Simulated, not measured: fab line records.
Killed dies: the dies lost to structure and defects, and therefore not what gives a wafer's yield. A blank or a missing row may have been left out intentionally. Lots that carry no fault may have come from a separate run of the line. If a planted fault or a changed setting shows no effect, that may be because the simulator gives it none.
A struck lot beside a sound one | flow n5 finfet | 44 steps out of a route of 1938
Sound: the wafers L514.2, L514.3, L514.6. Struck: wafer L522.5. (L522.1, L522.6 of the same lot were not struck and are left out.) The cause comes at the end.
At each step with rows: each side's tool, then ch and its chambers, then its first start. Under that, the readings that differ: sound wafers | struck wafers | difference of the means | sigmas: that difference in standard deviations of wafers without a fault.
alike: readings with means less than 2 such deviations apart, plus words and numbers identical on both sides. not compared: withheld readings, readings lacking a value on some wafer, bounds such as >300 that could conceal the same value, and numbers that have no deviation in the record and whose values overlap.
The two part at a step that has a row with sigmas, a row that says differs or no value, or rows on one side only. When numbers do not overlap yet have no deviation, they are printed without sigmas and do not part them. A reading that every wafer of one side lacks parts them only if that side has two wafers or more.

first, 4 steps without rows for these wafers: N5_BEOL_M11_SOFTBAKE_06 (time 60 s); N5_BEOL_M11_EXPOSE_08 (exposes mask M11); N5_BEOL_M11_PEB_09 (peb time 60 s); N5_BEOL_M11_DEVELOP_10 (develop time 30 s).
N5_BEOL_M11_CD_MEAS_11: target cd 64.1 nm.
  sound on cd sem-03 ch 0, day 13 07:44; struck on cd sem-03 ch 0, day 15 07:51
  alike: cd nm
N5_BEOL_M11_OVL_MEAS_12:
  sound on overlay-02 ch 0, day 13 07:46; struck on overlay-01 ch 0, day 15 07:53
  alike: M11_OVL
N5_BEOL_M11_INSPECT_13: inspects for defects (brightfield).
  struck on defect inspect-01, day 15 07:54; sound on defect inspect-01, day 13 07:47
  alike: raw defect count
then, 1 step without rows for these wafers: N5_BEOL_M11_DESCUM_16 (chemistry O2, time 7.9 s).
N5_BEOL_M11_ETCH_61: etches SiARC in CF4, target depth 39 nm, time 65 s.
  sound on rie diel-06 ch 0,1,3, day 13 07:56; struck on rie diel-02 ch 3, day 15 07:58
  alike: drypump motor current A, etch rf on time s, oes product au, rf vpp V, showerhead plenum p Torr, throttle valve pct
  not compared: rf hours counter h
N5_BEOL_M11_ETCH_62: etches SOC in N2/H2, target depth 110 nm, overetch 22 nm, time 165 s.
  sound on rie diel-06 ch 0,1,3, day 13 07:59; struck on rie diel-02 ch 3, day 15 08:01
  alike: drypump motor current A, oes product au, rf vpp V, showerhead plenum p Torr, throttle valve pct
  not compared: rf hours counter h
then, 1 step without rows for these wafers: N5_BEOL_M11_STRIP_68 (strips in N2/H2).
N5_BEOL_M11_STRIP_67: strips in CF4.
  sound on rie diel-06 ch 0,1,3, day 13 08:07; struck on rie diel-02 ch 3, day 15 08:10
  alike: drypump motor current A, oes product au, rf vpp V, showerhead plenum p Torr, throttle valve pct
  not compared: rf hours counter h
N5_BEOL_M11_HM_OPEN_17: chemistry Cl2/BCl3, target TiN, target depth 20 nm, overetch 6 nm.
  sound on rie metal-03 ch 0,1, day 13 08:10; struck on rie metal-03 ch 1, day 15 08:13
  reading                                   | sound             | struck | difference | sigmas
  model.SOC_of_BEOL_M11_COAT_59.thk nm (nm) | 91.8 91.8 92.4    | 94.4   | +2.4       |
  model.etch.depth nm (nm)                  | 20.01 19.72 19.91 | 17.58  | -2.30      |
  alike: drypump motor current A, oes product au, throttle valve pct
  not compared: rf hours counter h
then, 1 step without rows for these wafers: N5_BEOL_M11_STRIP_19 (strips in O2).
N5_BEOL_M11_CD_MEAS_18: pitch 140 nm, target cd 70 nm.
  struck on cd sem-01, day 15 08:23; sound on cd sem-02, day 13 08:29
  alike: cd nm
then, 8 steps without rows for these wafers: N5_BEOL_M11_COAT_63 (time 60 s, resist thk 100 nm); N5_BEOL_M11_COAT_64 (time 60 s, resist thk 30 nm); N5_BEOL_M11_COAT_22 (resist thk 90 nm); N5_BEOL_M11_EBR_24; N5_BEOL_M11_SOFTBAKE_23 (time 60 s); N5_BEOL_M11_EXPOSE_25 (exposes mask V10); N5_BEOL_M11_PEB_26 (peb time 60 s); N5_BEOL_M11_DEVELOP_27 (develop time 30 s).
N5_BEOL_M11_CD_MEAS_28: target cd 70 nm.
  sound on cd sem-03 ch 0, day 13 10:38; struck on cd sem-01 ch 0, day 15 11:37
  alike: cd nm
N5_BEOL_M11_OVL_MEAS_29:
  sound on overlay-01 ch 0, day 13 10:40; struck on overlay-01 ch 0, day 15 11:39
  alike: V10_OVL
N5_BEOL_M11_INSPECT_30: inspects for defects (brightfield).
  struck on defect inspect-02, day 15 11:41; sound on defect inspect-02, day 13 10:41
  alike: raw defect count
then, 2 steps without rows for these wafers: N5_BEOL_M11_DESCUM_33 (chemistry O2, time 7.9 s); N5_BEOL_M11_ETCH_65 (etches SiARC in CF4, target depth 39 nm, time 65 s).
N5_BEOL_M11_ETCH_66: etches SOC in N2/H2, target depth 120 nm, overetch 24 nm, time 180 s.
  sound on rie diel-02 ch 2,3, day 13 10:48; struck on rie diel-06 ch 1, day 15 11:48
  reading                     | sound       | struck | difference | sigmas
  drypump motor current A (A) | 5.3 5.2 5.2 | 6.5    | +1.3       | +3
  alike: oes product au, rf vpp V, showerhead plenum p Torr, throttle valve pct
  not compared: rf hours counter h
then, 1 step without rows for these wafers: N5_BEOL_M11_STRIP_69 (strips in N2/H2).
N5_BEOL_M11_VIA_ETCH_34: etches SiCOH lowk in C4F6/O2, target depth 184.5 nm, time 69.2 s.
  sound on rie diel-02 ch 2,3, day 13 10:55; struck on rie diel-06 ch 1, day 15 11:55
  reading                     | sound          | struck | difference | sigmas
  drypump motor current A (A) | 5.3 5.2 5.2    | 6.5    | +1.3       | +3
  oes product au (a.u.)       | 0.75 0.84 0.84 | 0.45   | -0.36      | -4
  alike: O2_flow_sccm, rf vpp V, showerhead plenum p Torr, throttle valve pct
  not compared: rf hours counter h
then, 1 step without rows for these wafers: N5_BEOL_M11_STRIP_73 (strips in C4F6/O2).
N5_BEOL_M11_STRIP_36: strips in N2/H2.
  sound on rie diel-02 ch 2,3, day 13 10:59; struck on rie diel-06 ch 1, day 15 11:59
  reading                     | sound       | struck | difference | sigmas
  drypump motor current A (A) | 5.3 5.2 5.3 | 6.5    | +1.2       | +3
  alike: oes product au, rf vpp V, showerhead plenum p Torr, throttle valve pct
  not compared: rf hours counter h
then, 3 steps without rows for these wafers: N5_BEOL_M11_TRENCH_ETCH_37 (etches SiCOH lowk in C4F6/O2, target depth 148.83 nm, time 48 s); N5_BEOL_M11_ETCH_41 (etches SiCN in CH3F/O2, target depth 42.6 nm, time 86 s); N5_BEOL_M11_STRIP_77 (strips in N2/H2, time 10 s).
N5_BEOL_M11_OCD_MEAS_38:
  struck on ocd-02, day 15 12:13; sound on ocd-02, day 13 11:13
  reading              | sound             | struck | difference | sigmas
  trench depth nm (nm) | 151.2 151.8 151.2 | 58.8   | -92.6      | -44
then, 4 steps without rows for these wafers: N5_BEOL_M11_HM_STRIP_39 (strips TiN in peroxide tin strip, target depth 25 nm, time 158 s); N5_BEOL_M11_SRD_40 (time 30 s); N5_BEOL_M11_PRECLEAN_42 (cleans in residue remover, time 60 s); N5_BEOL_M11_SRD_43 (time 30 s).
N5_BEOL_M11_CD_MEAS_35: target cd 70 nm.
  struck on cd sem-01, day 15 12:22; sound on cd sem-02, day 13 11:22
  alike: cd nm
N5_BEOL_M11_THK_MEAS_53: measures by xrf.
  struck on film metro-01, day 15 14:43; sound on film metro-01, day 13 14:11
  not compared: M11_THK
N5_BEOL_M11_RS_MEAS_57: a four-point-probe measurement.
  struck on film metro-01, day 15 14:50; sound on film metro-01, day 13 14:19
  not compared: M11_RS

## WHERE THEY PART
Earliest at N5_BEOL_M11_ETCH_66; latest, in this record, at N5_BEOL_M11_OCD_MEAS_38. Later steps at which nothing parts them and some readings are alike: N5_BEOL_M11_CD_MEAS_35.

WHY: whatever the simulator had introduced
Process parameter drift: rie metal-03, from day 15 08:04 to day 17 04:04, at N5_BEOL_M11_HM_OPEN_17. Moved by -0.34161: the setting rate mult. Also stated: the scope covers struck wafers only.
